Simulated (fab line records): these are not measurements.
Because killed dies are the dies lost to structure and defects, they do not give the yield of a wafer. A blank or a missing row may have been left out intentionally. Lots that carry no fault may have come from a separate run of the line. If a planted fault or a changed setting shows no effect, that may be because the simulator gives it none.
Chamber matching ; flow n5 finfet ; 4 sister chambers for N5_BEOL_M13_TRENCH_ETCH_34 on rie diel-01
The step etches SiOC in C4F8/O2/Ar, target depth 413.47 nm, time 162.6 s. 14 wafers are shown with their chamber, then 7 later ones without.

## WAFERS WITH THEIR CHAMBER
wafer;chamber;showerhead plenum p Torr (Torr);throttle valve pct (%);oes product au (a.u.)
L074.3;0;3.49;24.01;0.91
L074.4;3;3.39;24.35;0.69
L074.6;2;3.52;24.36;0.70
L081.2;3;3.39;24.35;0.69
L081.3;2;3.51;24.39;0.69
L081.5;3;3.39;24.34;0.69
L082.3;2;3.51;24.38;0.68
L082.4;1;3.33;24.28;0.86
L082.6;3;3.39;24.36;0.69
L089.2;1;3.32;24.31;0.84
L089.4;0;3.47;24.05;0.85
L089.6;3;3.38;24.38;0.67
L092.1;0;3.47;24.06;0.86
L092.3;2;3.50;24.40;0.68

SIGNATURES (means of the wafers above)
reading;chamber 0;chamber 1;chamber 2;chamber 3;scatter within a chamber
showerhead plenum p Torr;3.4767;3.3250;3.5100;3.3880;0.00772
throttle valve pct;24.0400;24.2950;24.3825;24.3560;0.0191
oes product au;0.8733;0.8500;0.6875;0.6860;0.0169
Rule: for a wafer and a chamber, the distance is found by dividing, reading by reading, the gap between the wafer's reading and the chamber's mean by the reading's scatter, squaring, summing and taking the root. The wafer belongs to the nearest chamber; if the next one is less than 2 further off, it can't be placed. The scatter: the root of (the sum of the squares of (reading less its chamber's mean) over the shown wafers, divided by (wafers less chambers)).

## WAFERS MISSING THEIR CHAMBER
wafer;showerhead plenum p Torr (Torr);throttle valve pct (%);oes product au (a.u.)
L092.4;3.32;24.32;0.83
L095.1;3.50;24.44;0.68
L095.2;3.32;24.33;0.82
L095.4;3.47;24.06;0.84
L093.1;3.32;24.31;0.82
L093.5;3.50;24.43;0.68
L093.6;3.32;24.32;0.82

## THE CHAMBER EACH PASSED THROUGH
wafer;from the rows above;in truth
L092.4;1;1
L095.1;2;2
L095.2;1;1
L095.4;0;0
L093.1;1;1
L093.5;2;2
L093.6;1;1
Placed correctly: 7 of 7. Left unplaced by these rows: 0. Number placed wrongly: 0.
